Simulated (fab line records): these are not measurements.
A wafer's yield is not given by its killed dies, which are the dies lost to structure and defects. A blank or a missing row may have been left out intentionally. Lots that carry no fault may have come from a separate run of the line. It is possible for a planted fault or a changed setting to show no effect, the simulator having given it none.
What tool caused it? | flow n5 finfet | Sampling: 11 lots, 33 wafers, 3 of 1938 route steps

== WHAT THE GAUGES SHOWED, per wafer ==
N5_BEOL_M14_THK_MEAS_50: measures by xrf.
lot  | measured     | on            | M14_THK (nm)
L282 | day 11 22:13 | film metro-02 | 567 550 573
L287 | day 13 12:10 | film metro-01 | 562 547 558
L286 | day 14 03:30 | film metro-01 | 544 585 586
L288 | day 14 23:59 | film metro-02 | 567 555 550
L291 | day 15 02:33 | film metro-02 | 539 596 601
L292 | day 15 13:12 | film metro-02 | 558 551 593
L295 | day 16 07:39 | film metro-01 | 571 547 556
L297 | day 16 11:31 | film metro-02 | 574 567 602
L302 | day 17 11:43 | film metro-02 | 578 569 555
L301 | day 18 01:28 | film metro-01 | 557 582 577
L303 | day 18 02:17 | film metro-02 | 589 542 581

== EACH LOT AND THE TOOL THAT RAN IT (in order: tool; ch and the chambers of the sampled wafers; start) ==
lot  | N5_BEOL_M14_ETCH_67                | N5_BEOL_M14_DEGAS_41
L282 | rie diel-02 ch 2,3, day 11 17:25   | pvd sputter-03, day 11 20:56
L287 | rie diel-02 ch 1,2, day 13 07:50   | pvd sputter-03, day 13 11:00
L286 | rie diel-05 ch 0,3, day 13 23:33   | pvd sputter-01, day 14 01:53
L288 | rie diel-02 ch 0,1,2, day 14 19:13 | pvd sputter-01, day 14 22:46
L291 | rie diel-02 ch 2,3, day 14 23:14   | pvd sputter-02, day 15 01:25
L292 | rie diel-05 ch 0,1,3, day 15 07:24 | pvd sputter-03, day 15 12:04
L295 | rie diel-06 ch 0,2,3, day 16 03:23 | pvd sputter-03, day 16 06:25
L297 | rie diel-02 ch 0,1,3, day 16 08:03 | pvd sputter-03, day 16 10:14
L302 | rie diel-06 ch 0,1,2, day 17 05:24 | pvd sputter-02, day 17 10:17
L301 | rie diel-06 ch 0,1,2, day 17 20:21 | pvd sputter-02, day 17 23:54
L303 | rie diel-05 ch 1,2, day 17 20:45   | pvd sputter-03, day 18 00:23
- N5_BEOL_M14_ETCH_67: etches SiARC in CF4, target depth 143 nm, time 238.3 s.
- N5_BEOL_M14_DEGAS_41: time 60 s.

== THE ANSWER, worked out from the rows above alone ==
Rule: what is usual is taken from the lots themselves. The widest of any qualifying gaps counts: lots, ordered by their means at a reading, are off when they make up no more than a third of the lots, leave a main group of 4 or more, and stand apart from it by 3 or more times the standard deviation of that group's means. A main group is skipped when, at the precision printed for the reading in the tables above, its means are all equal. A lot without any number at a reading at which 4 lots or more have one is off too. The other lots that the step has rows for count as sound.
No lot is off on any of the readings shown, so nothing can be concluded from this.

== WHAT HAD BEEN PUT IN BY THE SIMULATOR ==
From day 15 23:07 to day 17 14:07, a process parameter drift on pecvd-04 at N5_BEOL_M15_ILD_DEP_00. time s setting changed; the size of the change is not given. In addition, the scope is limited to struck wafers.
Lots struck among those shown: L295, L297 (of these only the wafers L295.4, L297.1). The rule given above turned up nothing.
